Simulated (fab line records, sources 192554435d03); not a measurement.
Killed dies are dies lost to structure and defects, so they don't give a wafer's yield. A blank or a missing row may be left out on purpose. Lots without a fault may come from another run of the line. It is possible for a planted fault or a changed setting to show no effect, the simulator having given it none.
Problem report, 8D (eight disciplines) form, completed by code | flow n5-finfet | the parts of the form that need people (team, actions taken, sign-off) are left out

1. WHAT WENT WRONG
Wafers without a fault read 1499.8 rpm, standard deviation 0.87; spin-speed-rpm at N5_HKMG_FIN_COAT_06 reads a mean of 1191.3 rpm on 6 wafers belonging to 2 lots. That is -99 or more standard deviations from the usual mean.
The step: resist thk 90 nm.
Seen first at day 4 16:26 on litho-track-05, wafer L521.2. The record has a number at this step for 36 wafers belonging to 12 lots. The rule behind "out" and "out of limits": a value lying over 4 standard deviations away from the usual mean. The rest of the wafers with a number are treated as sound.

2. WHAT IT IS; WHAT IT IS NOT
question                    | is                     | is not
which readings at this step | spin-speed-rpm         | -
which lots                  | L521, L525             | L519, L520, L531, L532, L534, L536, L537, L538, L539, L540
which wafers of those lots  | all that have a number | -
read on which tools         | litho-track-05         | litho-track-02, litho-track-03
when                        | from day 4 16:26       | up to then (6 sound wafers); but 24 sound wafers of L531, L532, L534, L536, L537, L538, L539, L540 came after

3. WHAT RULES OUT EACH SUSPECT
Counting: a tool stays on the suspect list if, at a process step up to the reading, it processed all lots that are out and no sound lot following the first of them.
- litho-track-05 at N5_HKMG_FIN_COAT_06 (resist thk 90 nm): ruled out as a lasting fault. After its first lot that is out, L521 (day 4 16:26), sound lots L540 ran on it.
Left after counting: nothing in the record.

4. THE CAUSE (what the simulator had put in)
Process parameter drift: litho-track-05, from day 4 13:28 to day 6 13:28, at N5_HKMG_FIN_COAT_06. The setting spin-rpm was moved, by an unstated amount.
Counting ruled it out, wrongly.

5. THE CHAIN OF EFFECTS, in route order
One row per reading whose mean, taken over the struck wafers that have a number, lies over 3 standard deviations from the usual. Scope: only readings with a usual standard deviation given in the record; hours: median across lots of the time from each lot's start at the first step in this table that gives one to its start at this step; sigmas: change in usual standard deviations.
hours | step                | reading        | usual      | on struck wafers | change | sigmas
0     | N5_HKMG_FIN_COAT_06 | spin-speed-rpm | 1499.8 rpm | 1191.3           | -308.5 | -99 or more
Here are the process steps it includes:
- N5_HKMG_FIN_COAT_06: resist thk 90 nm.
Later measuring or inspecting steps at which every struck wafer that the step has a row for has a number for every such reading, and none has moved that far: N5_HKMG_FIN_OVL_MEAS_13.

6. HOW IT WOULD HAVE BEEN CAUGHT EARLIER
In this record the first reading out of limits was taken at day 4 16:26, 3 hours after the fault began at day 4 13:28.
